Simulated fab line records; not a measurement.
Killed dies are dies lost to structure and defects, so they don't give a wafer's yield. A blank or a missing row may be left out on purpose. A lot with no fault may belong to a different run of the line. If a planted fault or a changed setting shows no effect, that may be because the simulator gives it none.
fab line records	flow n5Finfet
record: lots: 10	wafers: 27	lastDay: 17
route steps=1938 shown MOL_CONTACT_COAG@554 BEOL_M4@1111 PASSIVATION@1936
lots with no fault: from the same line, run without faults
startH: start of the lot's first displayed wafer, in hours after the record's first day	waitH: how many hours have passed since the lot's step before this one	" identical to the entry in the row above	L1.1+2: one row covering several wafers at once	- no value, or no start given	* or withheld: withheld	< > ~ a bound
route shown NAME@n: NAME is a module with steps in the file, n the number in the route of the first one	usual: mean/standard deviation of fault-free wafers	same: alike in all rows	chamber/n: place in a boat	sites: per-site readings	_std_site: the values' standard deviation	_edge_site: outer sites' mean less inner sites'	radiusMm: how far each site lies from the wafer's centre	mask NAME#n: copy n	behind: tool/chamber where the wafer was last shaped	hold: the reason the lot was held/the length of the hold in hours/how it ended	device: names the non-switching transistor (n, p or np)	end of line: tests of these same wafers at the route's end	for a step that has no rows: nothing shown but its recipe	killed: count of dies lost to structure and defects at first sort (not the wafer's yield)	map: per-die view of a wafer (x killed, . not killed, _ where there is no die)
set.NAME: the setting that was run; set.NAME@STEP: the one run at that earlier step	model.NAME: the simulator's own value behind a step, which no gauge read
one table for each step of the route and one row for each wafer, over a sample of lots
services: from which hour (startH, from the record's first day; less than 0 if before it) a tool's chamber was out of use, for how many hours, and why
== steps ==
step: N5_MOL_CONTACT_COAG_CMP_23
recipe: stopOn: SiO2	tOverpolishS: 1.5	postCmpClean: cuAlkaline	downForcePsi: 2	platenRpm: 50.289	padVelocityMS: 1.0006	targetThkNm: 0
usual: motorCurrentA: 8.4/0.77	overpolishRunS: 1.500/0.009	timeToEndpointS: 8/3.1
lot.wafer	tool	chamber	startH	waitH	motorCurrentA	overpolishRunS	timeToEndpointS
L972.1	cmp-04	3	92.90	0.0	7.9	1.503	5
L972.3	"	0	"	"	8.1	1.513	9
L972.5	"	3	"	"	8.0	1.501	4
L976.2	cmp-03	0	127.16	0.1	9.6	1.492	1
L976.4	"	1	"	"	8.5	1.502	9
L976.5	"	0	"	"	9.4	1.489	4
L978.1	cmp-04	0	132.52	0.1	8.4	1.497	8
L978.2	"	1	"	"	8.5	1.496	9
L978.6	"	3	"	"	7.7	1.499	11
L979.4	cmp-03	1	146.41	0.0	8.1	1.509	13
L979.2	"	0	"	"	9.9	1.515	6
L979.5	"	1	"	"	8.8	1.505	11
L981.4	cmp-03	2	149.43	0.0	7.9	1.509	7
L981.2	"	0	"	"	9.6	1.504	1
L981.5	"	2	"	"	7.9	1.510	10
L983.3	cmp-03	2	165.44	0.1	7.9	1.505	6
L983.6	"	2	"	"	7.5	1.495	5
L983.5	"	3	"	"	8.3	1.496	4
L984.2	cmp-01	3	175.61	0.1	7.1	1.501	8
L984.1	"	0	"	"	7.4	1.506	11
L984.5	"	2	"	"	8.9	1.501	10
L987.2	cmp-04	3	188.73	0.0	8.1	1.509	7
L987.6	"	3	"	"	7.8	1.492	6
L988.1	cmp-04	2	197.16	0.0	8.4	1.496	11
L988.6	"	2	"	"	7.9	1.499	13
L992.3	cmp-01	2	221.71	0.4	8.4	1.503	7
L992.6	"	3	"	"	7.8	1.517	9
step: N5_MOL_CONTACT_COAG_INSPECT_57
recipe: mode: adi	inspectInstrument: brightfield
usual: rawDefectCount: 206/41
lot.wafer	tool	chamber	startH	waitH	rawDefectCount
L972.1	defectInspect-01	-	104.34	0.1	206
L972.3	"	-	"	"	282
L972.5	"	-	"	"	269
L976.2	defectInspect-02	-	130.77	0.0	211
L976.4	"	-	"	"	203
L976.5	"	-	"	"	234
L978.1	defectInspect-01	-	136.22	0.1	162
L978.2	"	-	"	"	215
L978.6	"	-	"	"	196
L979.2	defectInspect-02	-	150.89	0.0	164
L979.4	"	-	"	"	190
L979.5	"	-	"	"	196
L981.2	defectInspect-01	-	153.87	0.0	134
L981.4	"	-	"	"	198
L981.5	"	-	"	"	137
L983.3	defectInspect-02	-	170.15	0.0	226
L983.5	"	-	"	"	242
L983.6	"	-	"	"	186
L984.1	defectInspect-01	-	181.68	0.1	261
L984.2	"	-	"	"	176
L984.5	"	-	"	"	206
L987.2	defectInspect-02	-	192.74	0.0	198
L987.6	"	-	"	"	182
L988.1	defectInspect-02	-	200.91	0.1	211
L988.6	"	-	"	"	156
L992.3	defectInspect-01	-	225.63	0.0	233
L992.6	"	-	"	"	234
step: N5_MOL_CONTACT_COAG_ETCHBACK_132
recipe: chemistry: CHF3	target: SiO2	targetDepthA: 100	timeS: 6.7	ionEnergyEv: 200	pressureMtorr: 30	sourceW: 610	biasW: 170	Ar_flow_sccm: 200	CHF3_flow_sccm: 50
usual: drypumpMotorCurrentA: 5.65/0.3	oesProductAu: 0.80/0.09	rfVppV: 522/9.7	showerheadPlenumPTorr: 2.38/0.082	throttleValvePct: 18.81/0.22
lot.wafer	tool	chamber	startH	waitH	drypumpMotorCurrentA	oesProductAu	rfHoursCounterH	rfVppV	showerheadPlenumPTorr	throttleValvePct
L972.1	rieDiel-05	3	104.86	0.1	5.29	0.67	248	521	2.32	19.26
L972.3	"	1	"	"	5.84	0.93	25	520	2.45	18.45
L972.5	"	0	"	"	5.81	0.76	-	521	2.35	18.57
L976.2	rieDiel-03	1	131.21	0.1	5.37	0.73	194	530	2.28	19.02
L976.4	"	2	"	"	5.75	0.76	155	508	2.29	18.72
L976.5	"	1	"	"	5.37	0.73	-	529	2.28	19.02
L978.1	rieDiel-01	3	136.57	0.1	5.10	0.66	245	509	2.24	18.88
L978.2	"	0	"	"	6.22	0.82	101	520	2.41	18.84
L978.6	"	1	"	"	5.90	0.81	-	536	2.51	18.59
L979.2	rieDiel-03	1	151.37	0.1	5.41	0.72	202	527	2.28	19.04
L979.4	"	1	"	"	5.38	0.73	-	529	2.28	19.04
L979.5	"	1	"	"	5.37	0.73	-	529	2.28	19.03
L981.2	rieDiel-03	0	156.03	0.3	5.55	0.72	185	536	2.45	19.07
L981.4	"	3	"	"	5.64	0.86	-	514	2.43	18.63
L981.5	"	1	"	"	5.36	0.72	-	529	2.28	19.05
L983.3	rieDiel-03	3	170.60	0.2	5.63	0.85	61	513	2.43	18.64
L983.5	"	0	"	"	5.52	0.72	-	534	2.44	19.06
L983.6	"	3	"	"	5.62	0.86	-	513	2.43	18.64
L984.1	rieDiel-03	3	182.53	0.1	5.59	0.84	64	513	2.43	18.64
L984.2	"	2	"	"	5.71	0.76	168	508	2.29	18.74
L984.5	"	2	"	"	5.70	0.75	-	509	2.29	18.74
L987.2	rieDiel-03	1	193.46	0.1	5.34	0.71	221	529	2.27	19.07
L987.6	"	2	"	"	5.68	0.75	-	509	2.29	18.74
L988.1	rieDiel-03	1	201.37	0.2	5.37	0.71	224	528	2.27	19.08
L988.6	"	2	"	"	5.71	0.75	-	509	2.29	18.75
L992.3	rieDiel-03	2	225.98	0.1	5.71	0.74	184	509	2.28	18.79
L992.6	"	0	"	"	5.54	0.70	-	537	2.44	19.11
step: N5_MOL_CONTACT_COAG_ETCH_47
recipe: chemistry: CH3F/O2	target: SiNx	targetDepthA: 270	maskMaterial: SiO2	stopOn: W	overEtchFrac: 0.2	ionEnergyEv: 120	endpoint: OES-CN	pressureMtorr: 30	sourceW: 395	biasW: 73	Ar_flow_sccm: 150	CH3F_flow_sccm: 30	O2_flow_sccm: 20	ends: endPoint
usual: drypumpMotorCurrentA: 5.65/0.3	etchRfOnTimeS: 30.5/0.6	oesProductAu: 0.71/0.08	overEtchFrac: 0.2/0	rfVppV: 296/5.4	showerheadPlenumPTorr: 2.00/0.073	throttleValvePct: 16.43/0.22
lot.wafer	tool	chamber	startH	waitH	drypumpMotorCurrentA	etchRfOnTimeS	oesProductAu	overEtchFrac	rfHoursCounterH	rfVppV	showerheadPlenumPTorr	throttleValvePct
L972.1	rieDiel-05	3	105.12	0.0	5.30	31.0	0.61	0.2	248	297	1.95	16.92
L972.3	"	1	"	"	5.84	29.3	0.84	0.2	26	295	2.06	16.05
L972.5	"	0	"	"	5.79	30.6	0.68	0.2	-	295	1.97	16.17
L976.2	rieDiel-03	1	131.48	0.0	5.35	30.8	0.65	0.2	194	300	1.91	16.60
L976.4	"	2	"	"	5.71	30.6	0.68	0.2	155	290	1.92	16.32
L976.5	"	1	"	"	5.39	30.8	0.64	0.2	-	299	1.91	16.61
L978.1	rieDiel-01	3	136.83	0.0	5.10	31.2	0.59	0.2	245	290	1.88	16.54
L978.2	"	0	"	"	6.22	30.6	0.73	0.2	101	296	2.03	16.48
L978.6	"	1	"	"	5.94	30.9	0.73	0.2	-	304	2.10	16.16
L979.2	rieDiel-03	1	151.76	0.0	5.37	30.1	0.65	0.2	202	300	1.91	16.61
L979.4	"	1	"	"	5.37	30.3	0.65	0.2	-	301	1.91	16.61
L979.5	"	1	"	"	5.36	30.0	0.65	0.2	-	300	1.91	16.63
L981.2	rieDiel-03	0	156.29	0.0	5.55	30.2	0.65	0.2	185	304	2.06	16.69
L981.4	"	3	"	"	5.63	30.2	0.77	0.2	-	293	2.05	16.26
L981.5	"	1	"	"	5.36	30.4	0.64	0.2	-	300	1.91	16.62
L983.3	rieDiel-03	3	170.87	0.0	5.64	30.1	0.76	0.2	62	291	2.04	16.28
L983.5	"	0	"	"	5.55	30.2	0.64	0.2	-	306	2.06	16.72
L983.6	"	3	"	"	5.65	30.1	0.76	0.2	-	292	2.04	16.27
L984.1	rieDiel-03	3	182.80	0.0	5.62	29.9	0.76	0.2	64	293	2.04	16.27
L984.2	"	2	"	"	5.72	30.8	0.67	0.2	168	288	1.92	16.36
L984.5	"	2	"	"	5.70	30.8	0.68	0.2	-	287	1.92	16.35
L987.2	rieDiel-03	1	193.72	0.0	5.38	31.0	0.63	0.21556	221	299	1.90	16.64
L987.6	"	2	"	"	5.74	31.0	0.66	0.21556	-	288	1.92	16.35
L988.1	rieDiel-03	1	201.63	0.0	5.39	29.7	0.64	0.2	225	299	1.90	16.65
L988.6	"	2	"	"	5.69	30.8	0.66	0.21556	-	288	1.92	16.38
L992.3	rieDiel-03	2	226.24	0.0	5.71	30.9	0.66	0.2	184	288	1.91	16.39
L992.6	"	0	"	"	5.54	31.1	0.62	0.21556	-	304	2.05	16.74
step: N5_BEOL_M4_RC_MEAS_101
usual: DIBL_N: 35.4/2.1	DIBL_P: 34.8/2.6	IOFF_N: 0.15/0.037	IOFF_P: 0.19/0.037	ION_N: 677/16	ION_P: 462/9.3	SS_N: 71.4/0.75	SS_P: 72.9/0.77	VT_N: 250/3.7	VT_P: -251/3.5
lot.wafer	tool	chamber	startH	waitH	DIBL_N[mV/V]	DIBL_P[mV/V]	IOFF_N[nA/um]	IOFF_P[nA/um]	ION_N[uA/um]	ION_P[uA/um]	SS_N[mV/dec]	SS_P[mV/dec]	VT_N[mV]	VT_P[mV]
L972.1	prober-01	0	183.49	0.0	35.6	34.3	0.13	0.14	654	441	71.5	72.4	255	-257
L972.3	"	0	"	"	39.3	38.9	0.22	0.20	684	455	73.0	73.8	247	-256
L972.5	"	0	"	"	37.9	37.1	0.19	0.18	686	455	72.5	73.3	249	-254
L976.2	prober-02	0	200.94	0.2	39.0	37.7	0.24	0.23	679	456	72.0	74.2	245	-248
L976.4	"	0	"	"	32.9	31.1	0.12	0.15	672	463	70.8	72.4	255	-252
L976.5	"	0	"	"	37.2	35.9	0.20	0.21	688	465	72.7	73.9	245	-248
L978.1	prober-01	0	202.96	0.5	34.8	33.8	0.13	0.16	664	456	71.1	73.1	251	-257
L978.2	"	0	"	"	37.2	36.0	0.16	0.18	678	457	71.7	73.2	248	-253
L978.6	"	0	"	"	34.0	32.3	0.12	0.13	660	448	70.9	71.5	255	-257
L979.2	prober-01	0	226.99	0.6	35.8	35.1	0.16	0.19	697	474	71.5	72.5	246	-249
L979.4	"	0	"	"	36.6	34.8	0.16	0.19	688	464	71.2	73.1	247	-251
L979.5	"	0	"	"	36.7	35.7	0.16	0.20	690	471	71.1	72.8	247	-250
L981.2	prober-01	0	230.56	0.2	34.5	34.6	0.13	0.17	684	464	71.4	72.2	252	-252
L981.4	"	0	"	"	36.8	37.8	0.15	0.20	669	453	71.6	73.7	251	-255
L981.5	"	0	"	"	36.8	36.9	0.16	0.19	668	457	71.8	73.4	249	-253
L983.3	prober-02	0	251.52	0.3	34.3	34.2	0.13	0.17	660	454	71.3	71.9	251	-253
L983.5	"	0	"	"	39.5	41.3	0.25	0.31	712	480	72.6	74.3	242	-243
L983.6	"	0	"	"	32.7	31.6	0.11	0.14	669	457	70.9	72.1	253	-254
L984.1	prober-02	0	258.33	0.0	33.6	33.6	0.15	0.20	688	480	70.6	72.4	246	-248
L984.2	"	0	"	"	35.7	36.7	0.18	0.24	682	469	71.7	72.5	248	-248
L984.5	"	0	"	"	34.1	34.6	0.16	0.22	700	479	71.4	72.1	246	-250
L987.2	prober-02	0	260.80	0.2	38.6	39.2	0.20	0.24	681	474	72.1	73.5	248	-249
L987.6	"	0	"	"	39.1	38.8	0.18	0.23	672	464	71.7	73.8	251	-251
L988.1	prober-01	0	278.83	0.0	37.6	37.1	0.17	0.22	678	467	71.9	73.8	248	-246
L988.6	"	0	"	"	38.4	37.6	0.22	0.24	669	460	72.4	73.7	249	-248
L992.3	prober-01	0	303.19	0.3	38.2	38.1	0.19	0.21	704	475	71.7	75.0	247	-253
L992.6	"	0	"	"	35.8	33.8	0.13	0.14	668	445	71.5	73.2	254	-261
step: N5_PASSIVATION_PROBE_49
usual: defectLimitedYield: 90.5/1.7	killed_at_M0_to_M3: 37/12	killed_at_M4_up: 14/5.2	killedAtContacts: 12/5.9	killedAtFrontEnd: 45/14	killedAtOther: 3.5/2.8	killedDies: 112/21	killedOnRim: 15/4.5	killedOpen: 73/15	killedShort: 36/8.9	sort_bin_5_function: 5.6/1.2	sort_bin_6_memory: 3.5/0.68	sortNPass: 1068/21	sortYieldPct: 90.5/1.8
same: grossDies: 1180	killedAtBackSide: 0	sort_bin_4_leakage[%]: 0	sort_bin_8_speed[%]: 0
lot.wafer	tool	chamber	startH	waitH	defectLimitedYield[%]	killed_at_M0_to_M3	killed_at_M4_up	killedAtContacts	killedAtFrontEnd	killedAtOther	killedDies	killedOnRim	killedOpen	killedShort	sort_bin_5_function[%]	sort_bin_6_memory[%]	sortNPass	sortYieldPct[%]
L972.1	prober-01	-	294.41	0.0	88.6	46	10	20	49	9	134	19	92	36	6.6	4.1	1046	88.6
L972.3	prober-01	-	294.51	0.1	88.5	43	6	26	60	1	136	18	88	44	7.3	4.0	1044	88.5
L972.5	prober-01	-	294.61	0.2	89.2	52	11	21	41	3	128	14	93	35	6.4	4.0	1052	89.2
L976.2	prober-01	-	322.17	0.1	90.1	36	25	15	37	4	117	11	76	36	5.6	3.8	1063	90.1
L976.4	prober-01	-	322.27	0.2	89.2	32	25	18	52	1	128	17	74	49	5.8	4.2	1052	89.2
L976.5	prober-01	-	322.32	0.2	89.9	45	13	12	45	4	119	20	74	44	5.9	3.7	1061	89.9
L978.1	prober-02	-	324.27	0.0	91.9	40	19	15	15	6	95	12	64	30	4.4	3.5	1085	91.9
L978.2	prober-02	-	324.32	0.1	92.5	33	15	11	29	0	88	14	58	29	4.0	3.1	1092	92.5
L978.6	prober-02	-	324.52	0.3	90.9	48	19	14	23	3	107	17	70	36	5.4	3.2	1073	90.9
L979.2	prober-02	-	336.67	0.1	90.4	32	22	13	43	3	113	21	76	29	5.7	3.7	1067	90.4
L979.4	prober-02	-	336.77	0.2	89.7	29	13	19	58	3	122	17	79	37	6.7	3.6	1058	89.7
L979.5	prober-02	-	336.82	0.2	92.5	37	9	7	33	2	88	14	61	22	4.7	2.4	1092	92.5
L981.2	prober-01	-	342.66	0.1	91.9	25	12	11	42	5	95	18	53	32	4.2	2.8	1085	91.9
L981.4	prober-01	-	342.76	0.2	93.0	23	10	3	46	1	83	8	55	26	4.4	2.5	1097	93.0
L981.5	prober-01	-	342.81	0.2	93.0	27	9	8	38	1	83	15	50	30	4.3	2.4	1097	93.0
L983.3	prober-02	-	361.18	0.1	89.3	26	11	10	75	4	126	21	84	38	6.9	3.6	1054	89.3
L983.5	prober-02	-	361.28	0.2	89.4	40	19	13	49	4	125	14	92	31	6.4	3.9	1055	89.4
L983.6	prober-02	-	361.33	0.3	92.0	17	8	11	57	1	94	16	54	37	5.1	2.5	1086	92.0
L984.1	prober-02	-	371.75	0.0	92.4	20	18	14	34	4	90	13	59	31	4.2	3.3	1090	92.4
L984.2	prober-02	-	371.80	0.1	93.1	30	6	6	37	2	81	12	50	29	4.2	2.4	1099	93.1
L984.5	prober-02	-	371.95	0.2	91.9	42	11	13	28	2	96	14	59	31	5.2	2.8	1084	91.9
L987.2	prober-02	-	374.91	0.1	88.6	53	15	25	37	5	135	21	97	35	6.5	4.6	1045	88.6
L987.6	prober-02	-	375.11	0.3	86.9	70	9	24	49	2	154	25	98	48	7.3	4.8	1026	86.9
L988.1	prober-01	-	379.91	0.6	90.7	46	11	8	39	6	110	11	77	30	5.5	3.3	1070	90.7
L988.6	prober-01	-	380.16	0.8	90.7	42	9	7	44	8	110	15	75	32	5.0	4.1	1070	90.7
L992.3	prober-01	-	402.09	0.1	91.5	23	19	15	41	2	100	9	62	37	4.7	3.6	1080	91.5
L992.6	prober-01	-	402.24	0.3	92.4	23	11	11	40	5	90	8	61	26	4.4	3.1	1090	92.4
killed by level:class
L972.1 MOL_CONTACT_COAG:geometricParticle:open=16 BEOL_M3:geometricParticle:open=14 STI_FIN_REVEAL:geometricParticle:open=9 BEOL_M0_SAQP:geometricParticle:open=9 ILD0:geometricParticle:open=8 BEOL_M2:geometricParticle:open=8 FIN_SAQP:geometricParticle:open=7 BEOL_M0_SAQP:geometricParticle:short=6
L972.3 MOL_CONTACT_COAG:geometricParticle:open=19 BEOL_M0_SAQP:geometricParticle:short=18 FIN_SAQP:geometricParticle:open=16 STI_FIN_REVEAL:geometricParticle:open=11 BEOL_M0_SAQP:geometricParticle:open=11 DUMMY_GATE:geometricParticle:open=7 MOL_CONTACT_COAG:geometricParticle:short=7 BEOL_M2:geometricParticle:open=5
L972.5 MOL_CONTACT_COAG:geometricParticle:open=19 BEOL_M3:geometricParticle:open=14 STI_FIN_REVEAL:geometricParticle:open=11 BEOL_M2:geometricParticle:open=10 BEOL_M0_SAQP:geometricParticle:short=9 BEOL_M0_SAQP:geometricParticle:open=8 DUMMY_GATE:geometricParticle:open=6 FIN_SAQP:geometricParticle:open=5
L976.2 BEOL_M2:geometricParticle:open=13 BEOL_M4:geometricParticle:open=13 MOL_CONTACT_COAG:geometricParticle:open=11 FIN_SAQP:geometricParticle:open=10 BEOL_M0_SAQP:geometricParticle:short=8 STI_FIN_REVEAL:geometricParticle:open=7 BEOL_M0_SAQP:geometricParticle:open=6 GATE_CUT:geometricParticle:open=5
L976.4 FIN_SAQP:geometricParticle:open=12 STI_FIN_REVEAL:geometricParticle:open=12 MOL_CONTACT_COAG:geometricParticle:open=11 BEOL_M3:geometricParticle:short=10 BEOL_M4:geometricParticle:open=9 FIN_SAQP:geometricParticle:short=8 MOL_CONTACT_COAG:geometricParticle:short=7 BEOL_M0_SAQP:geometricParticle:open=6
L976.5 FIN_SAQP:geometricParticle:open=11 BEOL_M0_SAQP:geometricParticle:short=11 MOL_CONTACT_COAG:geometricParticle:open=9 BEOL_M0_SAQP:geometricParticle:open=9 FIN_SAQP:geometricParticle:short=8 STI_FIN_REVEAL:geometricParticle:open=8 BEOL_M2:geometricParticle:open=6 BEOL_M3:geometricParticle:open=6
L978.1 MOL_CONTACT_COAG:geometricParticle:open=11 BEOL_M0_SAQP:geometricParticle:open=10 BEOL_M3:geometricParticle:open=9 BEOL_M4:geometricParticle:open=9 BEOL_M0_SAQP:geometricParticle:short=8 STI_FIN_REVEAL:geometricParticle:open=4 DUMMY_GATE:geometricParticle:open=4 MOL_CONTACT_COAG:geometricParticle:short=4
L978.2 BEOL_M0_SAQP:geometricParticle:open=13 MOL_CONTACT_COAG:geometricParticle:open=9 BEOL_M0_SAQP:geometricParticle:short=7 ILD0:geometricParticle:open=6 GATE_CUT:geometricParticle:short=6 FIN_SAQP:geometricParticle:short=5 BEOL_M4:geometricParticle:open=5 BEOL_M1:geometricParticle:open=4
L978.6 BEOL_M0_SAQP:geometricParticle:open=16 BEOL_M0_SAQP:geometricParticle:short=13 MOL_CONTACT_COAG:geometricParticle:open=12 BEOL_M4:geometricParticle:open=8 BEOL_M1:geometricParticle:open=7 BEOL_M3:geometricParticle:open=5 DUMMY_GATE:geometricParticle:short=4 ILD0:geometricParticle:open=4
L979.2 STI_FIN_REVEAL:geometricParticle:open=20 MOL_CONTACT_COAG:geometricParticle:open=11 BEOL_M0_SAQP:geometricParticle:short=8 BEOL_M0_SAQP:geometricParticle:open=7 BEOL_M4:geometricParticle:open=7 DUMMY_GATE:geometricParticle:open=5 GATE_CUT:geometricParticle:short=5 BEOL_M1:geometricParticle:open=4
L979.4 STI_FIN_REVEAL:geometricParticle:open=19 FIN_SAQP:geometricParticle:open=14 MOL_CONTACT_COAG:geometricParticle:open=11 FIN_SAQP:geometricParticle:short=8 BEOL_M3:geometricParticle:open=8 MOL_CONTACT_COAG:geometricParticle:short=7 DUMMY_GATE:geometricParticle:open=5 BEOL_M0_SAQP:geometricParticle:short=5
L979.5 FIN_SAQP:geometricParticle:open=12 BEOL_M0_SAQP:geometricParticle:open=7 BEOL_M0:geometricParticle:open=7 BEOL_M2:geometricParticle:open=5 BEOL_M3:geometricParticle:open=5 DUMMY_GATE:geometricParticle:open=4 GATE_CUT:geometricParticle:short=4 BEOL_M0_SAQP:geometricParticle:short=4
L981.2 MOL_CONTACT_COAG:geometricParticle:open=10 HKMG_FIN:areaEtch=9 FIN_SAQP:geometricParticle:short=6 GATE_CUT:geometricParticle:short=6 FIN_SAQP:geometricParticle:open=5 BEOL_M0_SAQP:geometricParticle:open=5 BEOL_M4:geometricParticle:open=5 BEOL_M1:geometricParticle:open=5
L981.4 FIN_SAQP:geometricParticle:open=16 FIN_SAQP:geometricParticle:short=8 STI_FIN_REVEAL:geometricParticle:open=5 GATE_CUT:geometricParticle:short=5 BEOL_M0_SAQP:geometricParticle:open=5 BEOL_M4:geometricParticle:open=5 BEOL_M2:geometricParticle:open=4 DUMMY_GATE:geometricParticle:open=3
L981.5 STI_FIN_REVEAL:geometricParticle:open=7 GATE_CUT:geometricParticle:short=6 BEOL_M2:geometricParticle:open=6 BEOL_M3:geometricParticle:open=6 FIN_SAQP:geometricParticle:short=5 MOL_CONTACT_COAG:geometricParticle:short=5 BEOL_M0:geometricParticle:open=5 FIN_SAQP:geometricParticle:open=4
L983.3 STI_FIN_REVEAL:geometricParticle:open=23 GATE_CUT:geometricParticle:short=11 FIN_SAQP:geometricParticle:open=9 BEOL_M2:geometricParticle:open=9 MOL_CONTACT_COAG:geometricParticle:open=8 BEOL_M0_SAQP:geometricParticle:open=7 FIN_SAQP:geometricParticle:short=6 GATE_CUT:geometricParticle:open=6
L983.5 BEOL_M2:geometricParticle:open=20 MOL_CONTACT_COAG:geometricParticle:open=11 BEOL_M0_SAQP:geometricParticle:open=10 FIN_SAQP:geometricParticle:open=9 FIN_SAQP:geometricParticle:short=9 BEOL_M4:geometricParticle:open=9 STI_FIN_REVEAL:geometricParticle:open=5 DUMMY_GATE:geometricParticle:open=4
L983.6 STI_FIN_REVEAL:geometricParticle:open=11 MOL_CONTACT_COAG:geometricParticle:open=10 FIN_SAQP:geometricParticle:short=8 GATE_CUT:geometricParticle:short=7 FIN_SAQP:geometricParticle:open=6 GATE_CUT:geometricParticle:open=6 STARTING-WAFER:geometricParticle:open=5 BEOL_M0_SAQP:geometricParticle:short=5
L984.1 STI_FIN_REVEAL:geometricParticle:open=9 MOL_CONTACT_COAG:geometricParticle:open=8 BEOL_M3:geometricParticle:open=8 FIN_SAQP:geometricParticle:open=7 GATE_CUT:geometricParticle:short=7 MOL_CONTACT_COAG:geometricParticle:short=6 FIN_SAQP:geometricParticle:short=4 BEOL_M1:geometricParticle:open=4
L984.2 STI_FIN_REVEAL:geometricParticle:open=11 BEOL_M3:geometricParticle:open=8 BEOL_M2:geometricParticle:open=6 FIN_SAQP:geometricParticle:short=5 MOL_CONTACT_COAG:geometricParticle:open=5 BEOL_M0_SAQP:geometricParticle:short=5 BEOL_M3:geometricParticle:short=5 DUMMY_GATE:geometricParticle:open=4
L984.5 MOL_CONTACT_COAG:geometricParticle:open=10 BEOL_M1:geometricParticle:open=8 FIN_SAQP:geometricParticle:short=7 BEOL_M3:geometricParticle:open=7 BEOL_M2:geometricParticle:open=7 BEOL_M0_SAQP:geometricParticle:open=6 BEOL_M0_SAQP:geometricParticle:short=4 STI_FIN_REVEAL:geometricParticle:open=3
L987.2 MOL_CONTACT_COAG:geometricParticle:open=20 BEOL_M0_SAQP:geometricParticle:short=16 STI_FIN_REVEAL:geometricParticle:open=11 BEOL_M0_SAQP:geometricParticle:open=11 BEOL_M3:geometricParticle:open=9 FIN_SAQP:geometricParticle:open=7 BEOL_M1:geometricParticle:open=7 BEOL_M4:geometricParticle:open=7
L987.6 MOL_CONTACT_COAG:geometricParticle:open=18 BEOL_M3:geometricParticle:open=14 BEOL_M0_SAQP:geometricParticle:open=13 FIN_SAQP:geometricParticle:short=12 FIN_SAQP:geometricParticle:open=12 BEOL_M0:geometricParticle:open=12 BEOL_M0_SAQP:geometricParticle:short=7 HKMG_FIN:areaEtch=7
L988.1 STI_FIN_REVEAL:geometricParticle:open=12 BEOL_M1:geometricParticle:open=10 FIN_SAQP:geometricParticle:open=8 BEOL_M0_SAQP:geometricParticle:short=7 BEOL_M0_SAQP:geometricParticle:open=7 BEOL_M2:geometricParticle:open=7 MOL_CONTACT_COAG:geometricParticle:open=6 BEOL_M3:geometricParticle:open=6
L988.6 FIN_SAQP:geometricParticle:open=9 BEOL_M0_SAQP:geometricParticle:open=9 BEOL_M0_SAQP:geometricParticle:short=7 FIN_SAQP:geometricParticle:short=6 STI_FIN_REVEAL:geometricParticle:open=6 MOL_CONTACT_COAG:geometricParticle:open=6 BEOL_M1:geometricParticle:open=6 BEOL_M2:geometricParticle:open=6
L992.3 STI_FIN_REVEAL:geometricParticle:open=10 MOL_CONTACT_COAG:geometricParticle:open=10 FIN_SAQP:geometricParticle:open=7 GATE_CUT:geometricParticle:short=7 BEOL_M0:geometricParticle:open=6 MOL_CONTACT_COAG:geometricParticle:short=5 DUMMY_GATE:geometricParticle:open=4 BEOL_M0_SAQP:geometricParticle:short=4
L992.6 STI_FIN_REVEAL:geometricParticle:open=10 MOL_CONTACT_COAG:geometricParticle:open=10 BEOL_M0:geometricParticle:open=7 DUMMY_GATE:geometricParticle:open=5 STI_FIN_REVEAL:geometricParticle:short=4 ILD0:geometricParticle:open=4 FIN_SAQP:geometricParticle:open=3 GATE_CUT:geometricParticle:open=3
== services ==
tool	chamber	startH	hours	kind
cmp-04	-	74.39	9.3	pm
rieDiel-01	-	87.14	1.0	repair
rieDiel-05	2	88.44	-	clean
rieDiel-05	2	88.44	-	consumableReplace:focusRing
rieDiel-05	3	109.75	-	clean
rieDiel-05	3	109.75	-	consumableReplace:focusRing
rieDiel-05	3	109.75	20.4	scheduledDown
rieDiel-05	3	109.75	20.4	ventCycle
cmp-03	-	132.68	4.0	pm
rieDiel-01	2	134.57	-	clean
rieDiel-01	2	134.57	-	consumableReplace:esc
rieDiel-01	2	134.57	-	consumableReplace:focusRing
cmp-03	-	136.68	-	consumableReplace:conditioner
cmp-03	-	136.68	-	consumableReplace:pad
cmp-01	-	138.97	12.9	pm
rieDiel-01	-	141.22	1.0	repair
rieDiel-05	-	143.37	14.6	pm
rieDiel-03	3	149.91	2.5	repair
cmp-01	-	152.89	1.3	repair
cmp-04	-	157.62	7.9	pm
rieDiel-05	-	180.40	15.6	pm
cmp-03	-	200.72	4.6	pm
cmp-03	-	215.20	0.3	repair
cmp-03	-	218.81	6.2	pm
== key ==
firstSign: step: N5_MOL_CONTACT_COAG_ETCH_47	reading: overEtchFrac	direction: up	sigmas: 99+	usual: 0.2	struck: 0.21556
effect none on later readings
metAt N5_MOL_CONTACT_COAG_ETCH_47
struckLots L987,L988,L992
struckWafers L987.2,L987.6,L988.6,L992.6
notActingAt N5_MOL_CONTACT_COAG_CMP_23,N5_MOL_CONTACT_COAG_INSPECT_57,N5_MOL_CONTACT_COAG_ETCHBACK_132
onsetBetween 182.80 193.72
fault: kind: processParameterDrift	tool: rieDiel-03	chamber: -	onsetH: 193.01	steps: N5_MOL_CONTACT_COAG_ETCH_47	channel: overEtchFrac	offset: 0.015561	shape: step	endH: 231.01	scope: struckWafersOnly	actsIn: theseRecipesOnly	stated: 0.2
